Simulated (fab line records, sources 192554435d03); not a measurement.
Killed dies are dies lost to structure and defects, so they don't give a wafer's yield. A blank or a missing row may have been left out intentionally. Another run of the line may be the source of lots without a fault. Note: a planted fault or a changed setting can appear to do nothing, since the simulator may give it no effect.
fab line records	flow n5Finfet
record lots=7	wafers=21
route steps=1938 shown GATE_CUT@477 MOL_CONTACT_COAG@586 BEOL_M0_SAQP@663 BEOL_M0@720
startH: the number of hours between the record's first day and the start of the first shown wafer of the lot	waitH: hours since the lot's step before	" repeats the value in the row above	L1.1+2: several wafers, shown together as one row	- no value present, or no start provided	* or withheld: withheld	< > ~ a bound
route shown NAME@n: a module of which the file shows steps, and the number in the route of the first	usual: mean/standard deviation taken from wafers without a fault	same: alike in all rows	chamber/n: place in a boat	sites: per-site readings	_std_site: how widely they spread, as a standard deviation	_edge_site: mean of outer sites minus mean of inner sites	radiusMm: for every site, how far away it sits from the centre of the wafer	mask NAME#n: copy n	behind: the last tool/chamber to shape the wafer	hold: why the lot was held/for how many hours/how that ended	device: which transistor (n, p or np) failed to switch	end of line: the tests these same wafers got at the end of their route	a step with no rows: only its recipe	killed: dies that structure and defects cost at the first sort, which is not the same as the wafer's yield	map: a wafer's dies, x killed, . not, _ none there
set.NAME: the run value of the setting; set.NAME@STEP: its run value at that earlier step	model.NAME: the simulator's own value behind a step, which no gauge read
lots run with intentionally changed settings; tables by step, rows by wafer
## steps
# step N5_GATE_CUT_HM_DEP_46
# recipe material=SiO2	targetThkA=1300	tempC=400	precursor=TEOS/O2	pressureTorr=6.5	rfW=900	teosFlowSccm=161.4	gas=O2	flowSccm=2650	timeS=26.6
lot.wafer	tool	chamber	startH	waitH	set.timeS	model.SiO2_of_GATE_CUT_HM_DEP_46.thkNm
L075.1	pecvd-02	1	90.06	0.0	26.6	127.8
L075.2	"	2	"	"	28.16	137.8
L075.4	"	0	"	"	26.6	129.4
L082.2	pecvd-03	2	133.34	0.0	26.6	130
L082.3	"	1	"	"	26.6	129
L082.5	"	2	"	"	29.69	145.6
L085.4	pecvd-02	2	150.32	0.1	26.6	130.8
L085.5	"	0	"	"	26.6	130.2
L085.6	"	1	"	"	26.6	127.6
L086.2	pecvd-02	0	157.50	0.0	26.6	128.2
L086.3	"	2	"	"	26.6	128
L086.4	"	0	"	"	26.6	129
L087.1	pecvd-04	1	165.85	0.0	29.04	140.6
L087.2	"	0	"	"	26.6	128.6
L087.6	"	2	"	"	29.04	143.4
L089.1	pecvd-02	2	174.84	0.0	26.6	128.4
L089.2	"	0	"	"	26.6	130
L089.4	"	2	"	"	26.6	130.4
L091.1	pecvd-02	1	186.52	0.0	26.6	125.6
L091.4	"	0	"	"	28.27	136.8
L091.6	"	1	"	"	28.27	132.6
# step N5_GATE_CUT_COAT_27
# recipe resist=underlayer	tempC=205	timeS=60	spinRpm=1500	resistThkNm=10
lot.wafer	tool	chamber	startH	waitH	set.spinRpm	model.underlayer_of_GATE_CUT_COAT_27.thkNm
L075.1+2+4	lithoTrack-01	0	-	-	1500	10
L082.2	lithoTrack-02	0	-	-	1615	9.6
L082.3+5	"	0	"	"	1500	10
L085.4	lithoTrack-02	0	-	-	1582	9.8
L085.5+6	"	0	"	"	1500	10
L086.2+3	lithoTrack-04	0	-	-	1500	10
L086.4	"	0	"	"	1612	9.6
L087.1	lithoTrack-01	0	-	-	1500	10
L087.2+6	"	0	"	"	1403	10.4
L089.1+2+4	lithoTrack-04	0	-	-	1500	10
L091.1+6	lithoTrack-02	0	-	-	1640	9.6
L091.4	"	0	"	"	1500	10
# step N5_GATE_CUT_COAT_07
# recipe resist=CAR-EUV	spinRpm=1500	resistThkNm=30
# step N5_GATE_CUT_EBR_09
# recipe solvent=PGMEA	ebrWidthMm=1.5
# step N5_GATE_CUT_DESCUM_18
# recipe chemistry=O2	timeS=7	sourcePowerW=50	biasPowerW=20	pressureMtorr=20	rfFrequencyHz=2.712e+07	tempC=40	resist=CAR-EUV	o2FlowSccm=225
# step N5_GATE_CUT_ETCH_28
# recipe chemistry=N2/H2	target=underlayer	targetDepthA=130	maskMaterial=CAR-EUV	timeS=10.4	ionEnergyEv=200	pressureMtorr=30	sourceW=840	biasW=150	n2FlowSccm=200	h2FlowSccm=200	ends=cleared
lot.wafer	tool	chamber	startH	waitH	set.spinRpm@GATE_CUT_COAT_27	model.etch.depthNm
L075.1	rieDiel-06	3	90.68	0.0	1500	10.04
L075.2	"	1	"	"	1500	10.03
L075.4	"	2	"	"	1500	10.02
L082.2	rieDiel-04	1	133.83	0.0	1615	9.678
L082.3+5	"	3,2	"	"	1500	10.02
L085.4	rieDiel-04	3	151.41	0.0	1582	9.787
L085.5	"	0	"	"	1500	10.04
L085.6	"	1	"	"	1500	10.01
L086.2	rieDiel-04	0	158.32	0.0	1500	9.987
L086.3	"	3	"	"	1500	9.98
L086.4	"	1	"	"	1612	9.588
L087.1	rieDiel-02	0	166.53	0.0	1500	10.03
L087.2+6	"	1	"	"	1403	10.37
L089.1	rieDiel-06	1	175.45	0.0	1500	9.999
L089.2	"	0	"	"	1500	10.01
L089.4	"	3	"	"	1500	9.98
L091.1	rieDiel-02	1	187.14	0.0	1640	9.549
L091.4	"	2	"	"	1500	10
L091.6	"	2	"	"	1640	9.569
# step N5_GATE_CUT_ETCH_36
# recipe chemistry=CF4	target=SiARC	targetDepthA=130	maskMaterial=CAR-EUV	timeS=21.7	ionEnergyEv=80	pressureMtorr=40	sourceW=545	biasW=36	Ar_flow_sccm=100	cf4FlowSccm=100	ends=cleared
# step N5_GATE_CUT_ETCH_37
# recipe chemistry=N2/H2	target=SOC	targetDepthA=600	overetchA=120	maskMaterial=SiARC	tempC=40	timeS=90	ionEnergyEv=200	pressureMtorr=30	sourceW=840	biasW=150	n2FlowSccm=200	h2FlowSccm=200
# step N5_GATE_CUT_STRIP_38
# recipe chemistry=N2/H2	tempC=40	n2FlowSccm=200	h2FlowSccm=200	rfFrequencyHz=6e+07
# step N5_GATE_CUT_STRIP_39
# recipe chemistry=N2/H2	tempC=40	n2FlowSccm=200	h2FlowSccm=200	rfFrequencyHz=6e+07
# step N5_GATE_CUT_HM_OPEN_40
# recipe chemistry=C4F6/O2	target=SiO2	maskMaterial=SiARC	targetDepthA=1390	timeS=85.1	ionEnergyEv=250	pressureMtorr=30	sourceW=345	biasW=185	Ar_flow_sccm=300	C4F6_flow_sccm=10	O2_flow_sccm=10	ends=cleared
# usual etchRfOnTimeS=94/3.3
lot.wafer	tool	chamber	startH	waitH	set.timeS@GATE_CUT_HM_DEP_46	etchRfOnTimeS	model.etch.depthNm	model.SOC_of_GATE_CUT_COAT_34.thkNm
L075.1	rieDiel-06	3	90.81	0.0	26.6	92	127.7	33.8
L075.2	"	1	"	"	28.16	97	137.8	31.6
L075.4	"	2	"	"	26.6	92	129.5	33.6
L082.2	rieDiel-04	1	133.96	0.0	26.6	95	130	32.8
L082.3	"	3	"	"	26.6	97	129	32.6
L082.5	"	2	"	"	29.69	105	145.5	28.8
L085.4	rieDiel-04	3	151.56	0.0	26.6	99	130.8	32.2
L085.5	"	0	"	"	26.6	96	130.1	32.8
L085.6	"	1	"	"	26.6	93	127.5	33.6
L086.2	rieDiel-04	0	158.45	0.0	26.6	94	128.1	33.2
L086.3	"	3	"	"	26.6	97	128	32.6
L086.4	"	1	"	"	26.6	94	129	33.2
L087.1	rieDiel-02	0	166.66	0.0	29.04	97	140.6	30
L087.2	"	1	"	"	26.6	92	128.6	32.6
L087.6	"	1	"	"	29.04	103	143.5	29.6
L089.1	rieDiel-06	1	175.58	0.0	26.6	93	128.5	33.4
L089.2	"	0	"	"	26.6	93	130	32.4
L089.4	"	3	"	"	26.6	93	130.4	32.8
L091.1	rieDiel-02	1	187.27	0.0	26.6	90	125.6	33.6
L091.4	"	2	"	"	28.27	97	136.8	30.2
L091.6	"	2	"	"	28.27	94	132.6	31
# step N5_GATE_CUT_STRIP_41
# recipe chemistry=CF4	resist=SiARC	powerW=300	biasPowerW=75	pressureMtorr=50	cf4FlowSccm=150	rfFrequencyHz=6e+07
# step N5_GATE_CUT_STRIP_42
# recipe chemistry=O2	powerW=400	tempC=40	pressureMtorr=30	rfFrequencyHz=6e+07	biasPowerW=0	overashFraction=0.3	o2FlowSccm=225
# step N5_GATE_CUT_VAPOR_ETCH_51
# recipe chemistry=BCl3/Cl2	target=HfO2	mode=isotropic
# step N5_GATE_CUT_STRIP_21
# recipe chemistry=N2/H2	timeS=30	powerW=1000	tempC=250	pressureMtorr=withheld	n2FlowSccm=1750	h2FlowSccm=3250
# step N5_GATE_CUT_STRIP_29
# recipe chemistry=postEtchResidueRemover	timeS=60	tempC=25	removerPh=withheld	removerWaterWtPct=withheld	removerFluorideWtPct=withheld
lot.wafer	tool	chamber	startH	waitH	set.timeS@GATE_CUT_HM_DEP_46	model.SiO2_of_GATE_CUT_HM_DEP_46.thkNm
L075.1	wetBench-03	4	91.87	0.1	26.6	103.6
L075.2	"	0	"	"	28.16	113.8
L075.4	"	7	"	"	26.6	105.4
L082.2	wetBench-02	5	134.57	0.1	26.6	105.8
L082.3	"	0	"	"	26.6	105
L082.5	"	7	"	"	29.69	122
L085.4	wetBench-05	7	152.13	0.0	26.6	107
L085.5	"	1	"	"	26.6	106.6
L085.6	"	5	"	"	26.6	104
L086.2	wetBench-03	5	159.06	0.1	26.6	105
L086.3	"	6	"	"	26.6	104.8
L086.4	"	2	"	"	26.6	105.4
L087.1	wetBench-03	7	167.27	0.1	29.04	116.6
L087.2	"	3	"	"	26.6	104.8
L087.6	"	1	"	"	29.04	119.8
L089.1	wetBench-05	6	176.19	0.1	26.6	105
L089.2+4	"	3,1	"	"	26.6	106.8
L091.1	wetBench-03	2	187.88	0.1	26.6	101.6
L091.4	"	3	"	"	28.27	113
L091.6	"	0	"	"	28.27	108.8
# step N5_GATE_CUT_SRD_52
# recipe dry=ipaMarangoni	timeS=30	tempC=23	rinseLiquid=diw
# step N5_GATE_CUT_ALD_22
# recipe material=SiNx	targetThkA=160	tempC=400	aldPrecursorFamily=SiH2I2	aldCoReactant=N2/H2-plasma	pulseTimeS=1	aldCycles=320	purgeTimeS=2	coReactantPurgeTimeS=2	pressureTorr=2
# step N5_GATE_CUT_CMP_23
# recipe stopOn=SiO2	tOverpolishS=23.4	postCmpClean=alkalineBrush	downForcePsi=2.5	platenRpm=51.8	padVelocityMS=1.0307	targetThkNm=16
# step N5_GATE_CUT_THK_MEAS_24
# recipe reads=SiO2_of_GATE_CUT_HM_DEP_46+SiO2_flowable_of_ILD0_FCVD_FILL_01
# usual GC_FILL_THK=219.9/2.3
lot.wafer	tool	chamber	startH	waitH	set.timeS@GATE_CUT_HM_DEP_46	GC_FILL_THK[nm]
L075.1	filmMetro-02	-	93.73	-	26.6	216.2
L075.2	"	-	"	"	28.16	226.3
L075.4	"	-	"	"	26.6	218.3
L082.2	filmMetro-02	-	136.53	-	26.6	219.2
L082.3	"	-	"	"	26.6	220.1
L082.5	"	-	"	"	29.69	236.2
L085.4	filmMetro-02	-	154.11	-	26.6	222.5
L085.5	"	-	"	"	26.6	220.0
L085.6	"	-	"	"	26.6	219.2
L086.2	filmMetro-02	-	160.95	-	26.6	219.5
L086.3	"	-	"	"	26.6	218.6
L086.4	"	-	"	"	26.6	221.0
L087.1	filmMetro-01	-	169.11	-	29.04	230.4
L087.2	"	-	"	"	26.6	220.4
L087.6	"	-	"	"	29.04	232.8
L089.1	filmMetro-01	-	178.04	-	26.6	218.9
L089.2	"	-	"	"	26.6	219.2
L089.4	"	-	"	"	26.6	220.7
L091.1	filmMetro-01	-	190.64	-	26.6	214.2
L091.4	"	-	"	"	28.27	225.2
L091.6	"	-	"	"	28.27	220.9
# step N5_GATE_CUT_CMP_43
# recipe material=SiO2	postCmpClean=rinseOnly
lot.wafer	tool	chamber	startH	waitH	set.timeS@GATE_CUT_HM_DEP_46	model.SiO2_of_GATE_CUT_HM_DEP_46.thkNm
L075.1	cmp-02	2	93.76	0.0	26.6	4.8
L075.2	"	3	"	"	28.16	5.4
L075.4	"	0	"	"	26.6	5
L082.3+2	cmp-03	1,3	136.96	0.4	26.6	5
L082.5	"	0	"	"	29.69	5.8
L085.4+5	cmp-01	3,0	154.13	0.0	26.6	5
L085.6	"	3	"	"	26.6	4.8
L086.4+2+3	cmp-02	2,0,1	160.98	0.0	26.6	5
L087.2	cmp-01	1	169.14	0.0	26.6	5
L087.1	"	2	"	"	29.04	5.4
L087.6	"	1	"	"	29.04	5.6
L089.2+4+1	cmp-03	2,3,1	178.07	0.0	26.6	5
L091.1	cmp-01	3	190.67	0.0	26.6	4.8
L091.4	"	1	"	"	28.27	5.4
L091.6	"	3	"	"	28.27	5.2
# step N5_MOL_CONTACT_COAG_VIA_ETCH_46
# recipe chemistry=C4F6/O2	targetDepthA=460	overetchA=92	maskMaterial=SOC	target=SiO2	biasW=455	pressureMtorr=10	timeS=40	sourceW=325	Ar_flow_sccm=300	C4F6_flow_sccm=10	O2_flow_sccm=10	ionEnergyEv=575.3	ends=endPoint
# usual rfVppV=1574/33
lot.wafer	tool	chamber	startH	waitH	set.biasW	rfVppV
L075.1	rieDiel-05	2	103.73	0.0	455	1527
L075.2	"	1	"	"	455	1549
L075.4	"	3	"	"	455	1584
L082.2	rieDiel-01	0	149.32	0.0	455	1622
L082.3	"	1	"	"	455	1631
L082.5	"	0	"	"	455	1621
L085.4	rieDiel-05	1	164.21	0.0	455	1548
L085.5	"	2	"	"	455	1528
L085.6	"	1	"	"	374.3	1336
L086.2	rieDiel-03	0	171.15	0.0	455	1600
L086.3	"	1	"	"	455	1569
L086.4	"	2	"	"	385.9	1379
L087.1	rieDiel-03	1	185.84	0.0	455	1570
L087.2	"	0	"	"	418	1502
L087.6	"	1	"	"	455	1571
L089.1	rieDiel-03	3	190.99	0.0	455	1563
L089.2	"	1	"	"	455	1570
L089.4	"	1	"	"	455	1570
L091.1	rieDiel-01	2	201.92	0.0	455	1575
L091.4	"	0	"	"	455	1618
L091.6	"	0	"	"	510.1	1762
# step N5_BEOL_M0_SAQP_SPACER1_ALD_98
# recipe material=SiO2	targetThkA=128	tempC=300	aldPrecursorFamily=BDEAS	aldCoReactant=O2-plasma	pulseTimeS=1	purgeTimeS=2	coReactantPurgeTimeS=2	aldCycles=138	pressureTorr=2
lot.wafer	tool	chamber	startH	waitH	set.aldCycles	model.SiO2_of_BEOL_M0_SAQP_SPACER1_ALD_98.thkNm
L075.1+2+4	aldSin-02	0,2,3	112.60	0.3	138	12.8
L082.2+3+5	aldSin-02	0,2,2	157.60	0.3	117	10.8
L085.4+5	aldSin-02	1	174.25	0.1	138	12.8
L085.6	"	2	"	"	131	12.2
L086.2+4	aldSin-02	1,3	183.23	0.9	138	12.8
L086.3	"	0	"	"	146	13.6
L087.1+6	aldSin-04	3,0	195.25	0.3	138	12.8
L087.2	"	1	"	"	151	14
L089.1+4	aldSin-04	3,2	202.13	1.1	138	12.8
L089.2	"	1	"	"	138	12.6
L091.1+4	aldSin-04	1,2	213.96	0.5	138	12.8
L091.6	"	1	"	"	138	12.6
# step N5_BEOL_M0_SAQP_SPACER1_ETCHBACK_99
# recipe chemistry=CHF3/O2	mode=anisotropicEtchback	target=SiO2	targetDepthA=154	timeS=7.7	pressureMtorr=30	sourceW=650	biasW=170	Ar_flow_sccm=200	CHF3_flow_sccm=50	O2_flow_sccm=5	ionEnergyEv=200
# step N5_BEOL_M0_SAQP_MANDREL1_REMOVE_100
# recipe chemistry=HBr/Cl2/O2	btTimeS=10	target=a-Si	stopOn=SiNx	endpoint=OES-SiCl	overEtchFrac=0.85	icpW=600	biasW=30	HBr_flow_sccm=150	Cl2_flow_sccm=80	O2_flow_sccm=5	pressureMtorr=10
lot.wafer	tool	chamber	startH	waitH	set.aldCycles@BEOL_M0_SAQP_SPACER1_ALD_98	model.SiO2_of_BEOL_M0_SAQP_SPACER1_ALD_98.thkNm	model.BEOL_M0_SAQP.cdNm
L075.1+2+4	rieSi-02	2,1,3	113.16	0.1	138	7.4	12.8
L082.2+5	rieSi-02	1,0	158.16	0.1	117	5.4	10.8
L082.3	"	2	"	"	117	5.4	10.6
L085.4	rieSi-01	3	174.81	0.1	138	7.4	13.2
L085.5	"	0	"	"	138	7.4	12.8
L085.6	"	3	"	"	131	6.8	12.4
L086.2	rieSi-02	2	183.80	0.1	138	7.4	12.8
L086.3	"	0	"	"	146	8.2	13.6
L086.4	"	0	"	"	138	7.6	12.8
L087.1+6	rieSi-02	3,1	195.82	0.1	138	7.4	12.8
L087.2	"	2	"	"	151	8.6	13.8
L089.1+2	rieSi-06	3,2	202.69	0.1	138	7.4	12.8
L089.4	"	0	"	"	138	7.4	13
L091.1+6	rieSi-01	1,0	214.52	0.1	138	7.4	12.8
L091.4	"	2	"	"	138	7.4	13
# step N5_BEOL_M0_SAQP_CD_MEAS_25
# recipe targetCdNm=13.1	landingEnergyEv=1000	detector=seInlens
# usual cdNm=12.88/0.24
lot.wafer	tool	chamber	startH	waitH	set.aldCycles@BEOL_M0_SAQP_SPACER1_ALD_98	cdNm
L075.1	cdSem-01	0	113.27	0.1	138	12.85
L075.2	"	0	"	"	138	13.09
L075.4	"	0	"	"	138	12.77
L082.2	cdSem-02	0	158.28	0.1	117	10.69
L082.3	"	0	"	"	117	10.71
L082.5	"	0	"	"	117	10.88
L085.4	cdSem-01	0	174.93	0.1	138	13.12
L085.5	"	0	"	"	138	13.07
L085.6	"	0	"	"	131	12.54
L086.2	cdSem-02	0	183.91	0.1	138	12.71
L086.3	"	0	"	"	146	13.46
L086.4	"	0	"	"	138	13.06
L087.1	cdSem-02	0	195.94	0.1	138	12.43
L087.2	"	0	"	"	151	14.01
L087.6	"	0	"	"	138	12.67
L089.1	cdSem-03	0	202.80	0.1	138	13.00
L089.2	"	0	"	"	138	12.75
L089.4	"	0	"	"	138	13.07
L091.1	cdSem-03	0	214.63	0.1	138	12.63
L091.4	"	0	"	"	138	13.25
L091.6	"	0	"	"	138	12.94
# step N5_BEOL_M0_ETCH_128
# recipe chemistry=CF4/N2	targetDepthA=120	overetchA=51	target=SiCN	timeS=21.4	ionEnergyEv=150	pressureMtorr=40	sourceW=430	biasW=70	Ar_flow_sccm=100	cf4FlowSccm=60	n2FlowSccm=60
# usual rfVppV=382.4/2
lot.wafer	tool	chamber	startH	waitH	set.sourceW	rfVppV
L075.1	rieDiel-05	0	120.75	0.0	402.9	390.9
L075.2	"	1	"	"	402.9	390.3
L075.4	"	2	"	"	430	379.5
L082.2	rieDiel-03	1	163.28	0.4	430	381.5
L082.3	"	0	"	"	430	383.6
L082.5	"	2	"	"	365.3	402.8
L085.4	rieDiel-03	0	181.35	0.1	430	386.5
L085.5	"	1	"	"	471.5	371.3
L085.6	"	0	"	"	471.5	374.6
L086.2	rieDiel-03	0	189.57	0.0	430	386.6
L086.3	"	3	"	"	375.9	397.6
L086.4	"	0	"	"	375.9	402.5
L087.1	rieDiel-05	2	204.70	0.7	430	379.1
L087.2	"	0	"	"	430	382.2
L087.6	"	3	"	"	430	382.6
L089.1	rieDiel-05	1	214.06	0.1	430	382.3
L089.2	"	2	"	"	430	379.9
L089.4	"	0	"	"	430	381.7
L091.1	rieDiel-05	3	221.37	0.4	430	382.6
L091.4	"	0	"	"	430	380.5
L091.6	"	1	"	"	430	380.7
# step N5_BEOL_M0_ETCH_109
# recipe chemistry=CH3F/O2	targetDepthA=80	overetchA=24	target=SiCN	timeS=27.4	ionEnergyEv=120	pressureMtorr=30	sourceW=395	biasW=75	Ar_flow_sccm=150	CH3F_flow_sccm=30	O2_flow_sccm=20
# usual rfVppV=297.4/1.6
lot.wafer	tool	chamber	startH	waitH	set.biasW	rfVppV
L075.1	rieDiel-05	3	121.30	0.3	61.88	264.3
L075.2	"	2	"	"	61.88	261.7
L075.4	"	1	"	"	75	296.3
L082.2	rieDiel-03	0	163.56	0.0	86.09	326.9
L082.3	"	3	"	"	75	296.3
L082.5	"	1	"	"	75	296.2
L085.4	rieDiel-01	2	181.60	0.0	75	298.8
L085.5	"	0	"	"	86.24	326.7
L085.6	"	1	"	"	86.24	324.6
L086.2	rieDiel-05	2	189.83	0.0	75	297.3
L086.3	"	3	"	"	82.44	317.8
L086.4	"	1	"	"	82.44	314.6
L087.1	rieDiel-05	1	205.60	0.7	75	295.5
L087.2	"	2	"	"	75	294.7
L087.6	"	3	"	"	75	297.4
L089.1	rieDiel-01	3	214.36	0.0	75	295.9
L089.2	"	2	"	"	75	299.8
L089.4	"	0	"	"	75	299.2
L091.1	rieDiel-05	3	222.16	0.5	68.4	282.4
L091.4	"	1	"	"	75	298.1
L091.6	"	1	"	"	68.4	281.1
## key
split step=N5_GATE_CUT_HM_DEP_46	setting=timeS	stated=26.6	by=wafer
response step=N5_GATE_CUT_HM_DEP_46	reading=model.SiO2_of_GATE_CUT_HM_DEP_46.thkNm	change=+1.44	per=1%	r=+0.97
response step=N5_GATE_CUT_HM_OPEN_40	reading=etchRfOnTimeS	change=*	per=1%	r=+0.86
response step=N5_GATE_CUT_HM_OPEN_40	reading=model.etch.depthNm	change=+1.44	per=1%	r=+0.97
response step=N5_GATE_CUT_HM_OPEN_40	reading=model.SOC_of_GATE_CUT_COAT_34.thkNm	change=-0.349	per=1%	r=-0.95
response step=N5_GATE_CUT_STRIP_29	reading=model.SiO2_of_GATE_CUT_HM_DEP_46.thkNm	change=+1.46	per=1%	r=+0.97
response step=N5_GATE_CUT_THK_MEAS_24	reading=GC_FILL_THK	change=+1.38	per=1%	r=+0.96
response step=N5_GATE_CUT_CMP_43	reading=model.SiO2_of_GATE_CUT_HM_DEP_46.thkNm	change=+0.0681	per=1%	r=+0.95
split step=N5_GATE_CUT_COAT_27	setting=spinRpm	stated=1500	by=wafer
response step=N5_GATE_CUT_COAT_27	reading=model.underlayer_of_GATE_CUT_COAT_27.thkNm	change=-0.0493	per=1%	r=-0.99
response step=N5_GATE_CUT_ETCH_28	reading=model.etch.depthNm	change=-0.0484	per=1%	r=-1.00
split step=N5_MOL_CONTACT_COAG_VIA_ETCH_46	setting=biasW	stated=455	by=wafer
response step=N5_MOL_CONTACT_COAG_VIA_ETCH_46	reading=rfVppV	change=+12.2	per=1%	r=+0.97
split step=N5_BEOL_M0_SAQP_SPACER1_ALD_98	setting=aldCycles	stated=138	by=wafer
response step=N5_BEOL_M0_SAQP_SPACER1_ALD_98	reading=model.SiO2_of_BEOL_M0_SAQP_SPACER1_ALD_98.thkNm	change=+0.128	per=1%	r=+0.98
response step=N5_BEOL_M0_SAQP_MANDREL1_REMOVE_100	reading=model.SiO2_of_BEOL_M0_SAQP_SPACER1_ALD_98.thkNm	change=+0.124	per=1%	r=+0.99
response step=N5_BEOL_M0_SAQP_MANDREL1_REMOVE_100	reading=model.BEOL_M0_SAQP.cdNm	change=+0.115	per=1%	r=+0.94
response step=N5_BEOL_M0_SAQP_CD_MEAS_25	reading=cdNm	change=+0.134	per=1%	r=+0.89
split step=N5_BEOL_M0_ETCH_128	setting=sourceW	stated=430	by=wafer
response step=N5_BEOL_M0_ETCH_128	reading=rfVppV	change=-1.31	per=1%	r=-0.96
split step=N5_BEOL_M0_ETCH_109	setting=biasW	stated=75	by=wafer
response step=N5_BEOL_M0_ETCH_109	reading=rfVppV	change=+1.91	per=1%	r=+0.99
